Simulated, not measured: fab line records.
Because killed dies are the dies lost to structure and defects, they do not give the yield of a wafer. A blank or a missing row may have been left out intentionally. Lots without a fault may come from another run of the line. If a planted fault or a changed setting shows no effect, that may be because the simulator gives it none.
Code-filled problem report in 8D (eight disciplines) form / flow n5-finfet / the parts of the form that need people (team, actions taken, sign-off) are left out

## 1. THE ISSUE
Wafers without a fault read 1500.0 rpm, standard deviation 1.1; spin-speed-rpm at N5_BEOL_M5_COAT_71 reads a mean of 1744.0 rpm on 6 wafers belonging to 2 lots. So: +99 or more standard deviations from the usual mean.
The step: time 60 s, resist thk 5 nm.
The first sign was on wafer L106.1 at day 11 15:49, on litho-track-01. Wafers with a number at this step in the record: 18, from 6 lots. Rule for "out", or "out of limits": more than 4 standard deviations from the usual mean. All remaining wafers that have a number are taken as sound.

## 2. WHAT IT IS; WHAT IT IS NOT
question=which readings at this step | is=spin-speed-rpm | is not=heater-power-total-W, plate-temp-C
question=which lots | is=L106, L110 | is not=L102, L116, L994, L995
question=which wafers of those lots | is=all that have a number | is not=-
question=read on which tools | is=litho-track-01 | is not=litho-track-04
question=when | is=from day 11 15:49 | is not=up to then (9 sound wafers); but 3 sound wafers of L116 came after

## 3. SUSPECTS, AND WHAT RULES EACH OUT
Counting: any tool at a process step up to the reading is kept as a suspect provided that every lot that is out went through it and no sound lot did after the first of them.
- uv-cure-02 at N5_BEOL_M5_CURE_79 (cures SiCOH lowk, time 240 s): ruled out as a lasting fault. Sound lots L116 ran on it after its first lot that is out, L106 (day 11 14:47).
- litho-track-01 at N5_BEOL_M5_COAT_71 (time 60 s, resist thk 5 nm): kept. It ran every lot that is out, first L106 (day 11 15:49), and no sound lot after that; its last sound lot up to then is L102 (day 10 11:42). Out on those wafers are its own readings of spin-speed-rpm.
Remaining after the count: litho-track-01 at N5_BEOL_M5_COAT_71.

## 4. THE CAUSE (what the simulator had put in)
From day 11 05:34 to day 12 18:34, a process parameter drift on litho-track-01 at N5_BEOL_M5_COAT_71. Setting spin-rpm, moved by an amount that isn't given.
Counting left only this tool.

## 5. THE EFFECT CHAIN, in route order
Each row: a reading whose mean over the struck wafers that have a number lies more than 3 standard deviations from the usual. Only readings for which the record gives a usual standard deviation are gone through. hours: the time from each lot's start at the first step in this table that gives one to its start at this step, as a median over the lots. sigmas: the change in usual standard deviations.
hours=0; step=N5_BEOL_M5_COAT_71; reading=spin-speed-rpm; usual=1500.0 rpm; on struck wafers=1744.0; change=+244.0; sigmas=+99 or more
Its process steps:
- N5_BEOL_M5_COAT_71: time 60 s, resist thk 5 nm.
At these later measuring or inspecting steps, every struck wafer for which the step has a row has a number for every such reading, and none has moved that far: N5_BEOL_M5_CD_MEAS_11, N5_BEOL_M5_OVL_MEAS_12, N5_BEOL_M5_INSPECT_13.

## 6. WHAT WOULD HAVE CAUGHT IT SOONER
In this record the first reading out of limits was taken at day 11 15:49, 10 hours after the fault began at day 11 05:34.
